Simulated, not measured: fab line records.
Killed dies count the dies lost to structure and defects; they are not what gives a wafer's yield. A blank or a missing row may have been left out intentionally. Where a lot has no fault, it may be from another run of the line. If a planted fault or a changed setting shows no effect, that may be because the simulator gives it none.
Split-lot experiment || flow n5 finfet || on a route of 1938 steps: 7 lots, 39 wafers read

THE SPLIT
At N5_BEOL_M0_SAQP_PECVD_00 (deposits SiCN from 3MS/NH3, target thk 8 nm, time 14 s), the setting time s was moved away from the recipe's 14 s on 15 of the 39 wafers read, by -56.6% to +54.8%. All remaining wafers had this setting at the recipe value.

Reading taken at the split's own step.

THE READING
SiCN_of_BEOL_M0_SAQP_PECVD_00.thk nm (the simulator's own value, which no gauge read), in nm, at N5_BEOL_M0_SAQP_PECVD_00 (deposits SiCN from 3MS/NH3, target thk 8 nm, time 14 s). There is no usual value for it anywhere in the file. Here, 24 wafers ran the recipe; their average is 8.0 nm with a standard deviation of 0.18 nm.

{"wafer": "L074.2", "tool, chamber at the split": "pecvd-02, 0,2", "time s as run, s": 14, "against the recipe": "recipe", "SiCN_of_BEOL_M0_SAQP_PECVD_00.thk nm, nm": 7.8, "against lot-mates on the recipe": "-"}
{"wafer": "L074.5", "tool, chamber at the split": "pecvd-02, 0,2", "time s as run, s": 14, "against the recipe": "recipe", "SiCN_of_BEOL_M0_SAQP_PECVD_00.thk nm, nm": 7.8, "against lot-mates on the recipe": "-"}
{"wafer": "L074.3", "tool, chamber at the split": "pecvd-02, 0", "time s as run, s": 14, "against the recipe": "recipe", "SiCN_of_BEOL_M0_SAQP_PECVD_00.thk nm, nm": 8, "against lot-mates on the recipe": "-"}
{"wafer": "L076.1", "tool, chamber at the split": "pecvd-03, 1,2,1", "time s as run, s": 14, "against the recipe": "recipe", "SiCN_of_BEOL_M0_SAQP_PECVD_00.thk nm, nm": 8.2, "against lot-mates on the recipe": "-"}
{"wafer": "L076.4", "tool, chamber at the split": "pecvd-03, 1,2,1", "time s as run, s": 14, "against the recipe": "recipe", "SiCN_of_BEOL_M0_SAQP_PECVD_00.thk nm, nm": 8.2, "against lot-mates on the recipe": "-"}
{"wafer": "L076.5", "tool, chamber at the split": "pecvd-03, 1,2,1", "time s as run, s": 14, "against the recipe": "recipe", "SiCN_of_BEOL_M0_SAQP_PECVD_00.thk nm, nm": 8.2, "against lot-mates on the recipe": "-"}
{"wafer": "L076.2", "tool, chamber at the split": "pecvd-03, 2,0", "time s as run, s": 14, "against the recipe": "recipe", "SiCN_of_BEOL_M0_SAQP_PECVD_00.thk nm, nm": 8, "against lot-mates on the recipe": "-"}
{"wafer": "L076.6", "tool, chamber at the split": "pecvd-03, 2,0", "time s as run, s": 14, "against the recipe": "recipe", "SiCN_of_BEOL_M0_SAQP_PECVD_00.thk nm, nm": 8, "against lot-mates on the recipe": "-"}
{"wafer": "L076.3", "tool, chamber at the split": "pecvd-03, 0", "time s as run, s": 14, "against the recipe": "recipe", "SiCN_of_BEOL_M0_SAQP_PECVD_00.thk nm, nm": 7.8, "against lot-mates on the recipe": "-"}
{"wafer": "L077.1", "tool, chamber at the split": "pecvd-01, 1", "time s as run, s": 14, "against the recipe": "recipe", "SiCN_of_BEOL_M0_SAQP_PECVD_00.thk nm, nm": 7.8, "against lot-mates on the recipe": "-"}
{"wafer": "L077.2", "tool, chamber at the split": "pecvd-01, 2", "time s as run, s": 14, "against the recipe": "recipe", "SiCN_of_BEOL_M0_SAQP_PECVD_00.thk nm, nm": 7.6, "against lot-mates on the recipe": "-"}
{"wafer": "L077.3", "tool, chamber at the split": "pecvd-01, 0", "time s as run, s": 14, "against the recipe": "recipe", "SiCN_of_BEOL_M0_SAQP_PECVD_00.thk nm, nm": 8, "against lot-mates on the recipe": "-"}
{"wafer": "L077.4", "tool, chamber at the split": "pecvd-01, 1,2", "time s as run, s": 17.44, "against the recipe": "+24.6%", "SiCN_of_BEOL_M0_SAQP_PECVD_00.thk nm, nm": 9.8, "against lot-mates on the recipe": "+2.0"}
{"wafer": "L077.6", "tool, chamber at the split": "pecvd-01, 1,2", "time s as run, s": 17.44, "against the recipe": "+24.6%", "SiCN_of_BEOL_M0_SAQP_PECVD_00.thk nm, nm": 9.8, "against lot-mates on the recipe": "+2.0"}
{"wafer": "L077.5", "tool, chamber at the split": "pecvd-01, 0", "time s as run, s": 17.44, "against the recipe": "+24.6%", "SiCN_of_BEOL_M0_SAQP_PECVD_00.thk nm, nm": 10, "against lot-mates on the recipe": "+2.2"}
{"wafer": "L078.1", "tool, chamber at the split": "pecvd-03, 1", "time s as run, s": 14, "against the recipe": "recipe", "SiCN_of_BEOL_M0_SAQP_PECVD_00.thk nm, nm": 8, "against lot-mates on the recipe": "-"}
{"wafer": "L078.2", "tool, chamber at the split": "pecvd-03, 2", "time s as run, s": 19.33, "against the recipe": "+38.1%", "SiCN_of_BEOL_M0_SAQP_PECVD_00.thk nm, nm": 11.2, "against lot-mates on the recipe": "+3.1"}
{"wafer": "L078.3", "tool, chamber at the split": "pecvd-03, 0", "time s as run, s": 19.33, "against the recipe": "+38.1%", "SiCN_of_BEOL_M0_SAQP_PECVD_00.thk nm, nm": 10.8, "against lot-mates on the recipe": "+2.7"}
{"wafer": "L078.4", "tool, chamber at the split": "pecvd-03, 2,1", "time s as run, s": 14, "against the recipe": "recipe", "SiCN_of_BEOL_M0_SAQP_PECVD_00.thk nm, nm": 8.2, "against lot-mates on the recipe": "-"}
{"wafer": "L078.6", "tool, chamber at the split": "pecvd-03, 2,1", "time s as run, s": 14, "against the recipe": "recipe", "SiCN_of_BEOL_M0_SAQP_PECVD_00.thk nm, nm": 8.2, "against lot-mates on the recipe": "-"}
{"wafer": "L078.5", "tool, chamber at the split": "pecvd-03, 0", "time s as run, s": 19.33, "against the recipe": "+38.1%", "SiCN_of_BEOL_M0_SAQP_PECVD_00.thk nm, nm": 11, "against lot-mates on the recipe": "+2.9"}
{"wafer": "L081.1", "tool, chamber at the split": "pecvd-02, 1", "time s as run, s": 14, "against the recipe": "recipe", "SiCN_of_BEOL_M0_SAQP_PECVD_00.thk nm, nm": 8.2, "against lot-mates on the recipe": "-"}
{"wafer": "L081.2", "tool, chamber at the split": "pecvd-02, 0,2", "time s as run, s": 21.67, "against the recipe": "+54.8%", "SiCN_of_BEOL_M0_SAQP_PECVD_00.thk nm, nm": 12.4, "against lot-mates on the recipe": "+4.3"}
{"wafer": "L081.4", "tool, chamber at the split": "pecvd-02, 0,2", "time s as run, s": 21.67, "against the recipe": "+54.8%", "SiCN_of_BEOL_M0_SAQP_PECVD_00.thk nm, nm": 12.4, "against lot-mates on the recipe": "+4.3"}
{"wafer": "L081.3", "tool, chamber at the split": "pecvd-02, 2", "time s as run, s": 14, "against the recipe": "recipe", "SiCN_of_BEOL_M0_SAQP_PECVD_00.thk nm, nm": 7.8, "against lot-mates on the recipe": "-"}
{"wafer": "L081.5", "tool, chamber at the split": "pecvd-02, 1", "time s as run, s": 21.67, "against the recipe": "+54.8%", "SiCN_of_BEOL_M0_SAQP_PECVD_00.thk nm, nm": 12.6, "against lot-mates on the recipe": "+4.5"}
{"wafer": "L081.6", "tool, chamber at the split": "pecvd-02, 0", "time s as run, s": 14, "against the recipe": "recipe", "SiCN_of_BEOL_M0_SAQP_PECVD_00.thk nm, nm": 8.4, "against lot-mates on the recipe": "-"}
{"wafer": "L092.1", "tool, chamber at the split": "pecvd-01, 1", "time s as run, s": 10.25, "against the recipe": "-26.8%", "SiCN_of_BEOL_M0_SAQP_PECVD_00.thk nm, nm": 6, "against lot-mates on the recipe": -1.9}
{"wafer": "L092.2", "tool, chamber at the split": "pecvd-01, 0", "time s as run, s": 14, "against the recipe": "recipe", "SiCN_of_BEOL_M0_SAQP_PECVD_00.thk nm, nm": 8, "against lot-mates on the recipe": "-"}
{"wafer": "L092.5", "tool, chamber at the split": "pecvd-01, 0", "time s as run, s": 14, "against the recipe": "recipe", "SiCN_of_BEOL_M0_SAQP_PECVD_00.thk nm, nm": 8, "against lot-mates on the recipe": "-"}
{"wafer": "L092.3", "tool, chamber at the split": "pecvd-01, 2", "time s as run, s": 14, "against the recipe": "recipe", "SiCN_of_BEOL_M0_SAQP_PECVD_00.thk nm, nm": 7.8, "against lot-mates on the recipe": "-"}
{"wafer": "L092.4", "tool, chamber at the split": "pecvd-01, 1,2", "time s as run, s": 10.25, "against the recipe": "-26.8%", "SiCN_of_BEOL_M0_SAQP_PECVD_00.thk nm, nm": 5.8, "against lot-mates on the recipe": -2.1}
{"wafer": "L092.6", "tool, chamber at the split": "pecvd-01, 1,2", "time s as run, s": 10.25, "against the recipe": "-26.8%", "SiCN_of_BEOL_M0_SAQP_PECVD_00.thk nm, nm": 5.8, "against lot-mates on the recipe": -2.1}
{"wafer": "L095.1", "tool, chamber at the split": "pecvd-02, 0", "time s as run, s": 6.082, "against the recipe": "-56.6%", "SiCN_of_BEOL_M0_SAQP_PECVD_00.thk nm, nm": 3.6, "against lot-mates on the recipe": -4.4}
{"wafer": "L095.5", "tool, chamber at the split": "pecvd-02, 0", "time s as run, s": 6.082, "against the recipe": "-56.6%", "SiCN_of_BEOL_M0_SAQP_PECVD_00.thk nm, nm": 3.6, "against lot-mates on the recipe": -4.4}
{"wafer": "L095.2", "tool, chamber at the split": "pecvd-02, 1", "time s as run, s": 14, "against the recipe": "recipe", "SiCN_of_BEOL_M0_SAQP_PECVD_00.thk nm, nm": 8, "against lot-mates on the recipe": "-"}
{"wafer": "L095.3", "tool, chamber at the split": "pecvd-02, 1", "time s as run, s": 14, "against the recipe": "recipe", "SiCN_of_BEOL_M0_SAQP_PECVD_00.thk nm, nm": 8, "against lot-mates on the recipe": "-"}
{"wafer": "L095.6", "tool, chamber at the split": "pecvd-02, 1", "time s as run, s": 14, "against the recipe": "recipe", "SiCN_of_BEOL_M0_SAQP_PECVD_00.thk nm, nm": 8, "against lot-mates on the recipe": "-"}
{"wafer": "L095.4", "tool, chamber at the split": "pecvd-02, 0", "time s as run, s": 6.082, "against the recipe": "-56.6%", "SiCN_of_BEOL_M0_SAQP_PECVD_00.thk nm, nm": 3.8, "against lot-mates on the recipe": -4.2}
Rows listing several chambers each stand for several wafers; the file does not say which wafer went through which chamber.

FIT RESULTS
A straight line over all 39 wafers: SiCN_of_BEOL_M0_SAQP_PECVD_00.thk nm changes by +0.0788 nm for each +1% of time s; r = +1.00; the points scatter about the line by 0.17 nm.
The same after taking each lot's own level away (the mean of its wafers on the recipe; 39 wafers): +0.0777 nm for each +1%; r = +1.00; scatter 0.15 nm.
On that fit, the largest move of time s shifts the reading by 4.4 nm.
Measured against the standard deviation above, the lots' own levels, which go from 7.80 to 8.13 nm, span 1.8 times it.
The two slopes are in agreement: the lot-to-lot level therefore moves the slope only a little.
Check: for one of the wafers moved furthest among these (-56.6%), held out of the fit, the line's prediction against its lot-mates is -4.37 nm. It came out at -4.4 nm against them.

THE OTHER SPLITS THESE WAFERS WENT THROUGH
Other splits were also applied to these wafers ahead of the reading. Each is held against what the fit with the lots' levels taken away leaves over:
{"other split on the same wafers": "N5_PMOS_HMC_CHANNEL_EPI_HM_DEP_34 target thk a", "wafers away from the commonest value": 15, "r with SiCN_of_BEOL_M0_SAQP_PECVD_00.thk nm (lot level and that fit taken away)": -0.09}
{"other split on the same wafers": "N5_FIN_CUT_CUT_ETCH_15 target depth a", "wafers away from the commonest value": 15, "r with SiCN_of_BEOL_M0_SAQP_PECVD_00.thk nm (lot level and that fit taken away)": "+0.05"}
{"other split on the same wafers": "N5_HKMG_FIN_CVD_62 time s", "wafers away from the commonest value": 15, "r with SiCN_of_BEOL_M0_SAQP_PECVD_00.thk nm (lot level and that fit taken away)": "+0.26"}

THE FILE'S OWN FIT
SiCN_of_BEOL_M0_SAQP_PECVD_00.thk nm changes by +0.0778 nm for each +1% of time s, r = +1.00.
